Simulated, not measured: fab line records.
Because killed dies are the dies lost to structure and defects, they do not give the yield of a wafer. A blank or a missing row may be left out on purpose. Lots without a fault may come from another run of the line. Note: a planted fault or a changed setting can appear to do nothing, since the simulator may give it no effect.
Problem report in the 8D (eight disciplines) form, filled by code / flow nand-harc / the parts of the form that need people (team, actions taken, sign-off) are left out

1. WHAT IS WRONG
Wafers without a fault read 188.44 W, standard deviation 0.13; heater-power-total-W at NHARC_P_GATE_SOFTBAKE_21 reads a mean of 193.91 W on 6 wafers belonging to 2 lots. Measured from the usual mean, that is +42 standard deviations.
The step: time 55 s.
The first sign was on wafer L994.2 at day 10 04:00, on litho-track-01. Wafers with a number at this step in the record: 39, from 13 lots. By rule, "out" or "out of limits" means more than 4 standard deviations away from the usual mean. Any other wafer with a number is counted as sound.

2. WHAT IT IS, WHAT IT ISN'T
question=which readings at this step | is=heater-power-total-W | is not=resist-line-temp-C
question=which lots | is=L994, L995 | is not=L104, L105, L982, L984, L985, L986, L987, L988, L989, L991, L992
question=which wafers of those lots | is=all that have a number | is not=-
question=read on which tools | is=litho-track-01 | is not=litho-track-04, litho-track-06
question=when | is=from day 10 04:00 | is not=up to then (27 sound wafers); but 6 sound wafers of L104, L105 came after

3. THE SUSPECTS, EACH WITH WHAT RULES IT OUT
Counting: a tool stays on the suspect list if, at a process step up to the reading, it processed all lots that are out and no sound lot following the first of them.
- litho-track-01 at NHARC_P_GATE_SOFTBAKE_21 (time 55 s): kept. It ran every lot that is out, first L994 (day 10 04:00), and no sound lot after that; its last sound lot up to then is L992 (day 9 01:00). Its own readings are out on those wafers: heater-power-total-W.
Left after counting: litho-track-01 at NHARC_P_GATE_SOFTBAKE_21.

4. THE CAUSE (what the simulator had put in)
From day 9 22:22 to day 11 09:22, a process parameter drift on litho-track-01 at NHARC_P_GATE_SOFTBAKE_21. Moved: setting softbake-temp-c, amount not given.
Only this tool survived the counting.

5. THE EFFECT CHAIN, in route order
Rows list readings where the struck wafers' mean (over those with a number) sits beyond 3 standard deviations from the usual. Readings are gone through only where the record gives a usual standard deviation; hours: the median, over the lots, of the time from a lot's start at the first step in this table giving one to that lot's start at this step; sigmas: the change measured in usual standard deviations.
hours=0; step=NHARC_P_GATE_SOFTBAKE_21; reading=heater-power-total-W; usual=188.44 W; on struck wafers=193.91; change=+5.47; sigmas=+42
It contains these process steps:
- NHARC_P_GATE_SOFTBAKE_21: time 55 s.
Later steps that measure or inspect, where all struck wafers having a row at the step show a number for every such reading and not one has moved that far: NHARC_END_SORT_01.

6. WHAT WOULD HAVE CAUGHT IT SOONER
In this record no reading fell out of limits until day 10 04:00, 6 hours after the fault had begun at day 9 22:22.
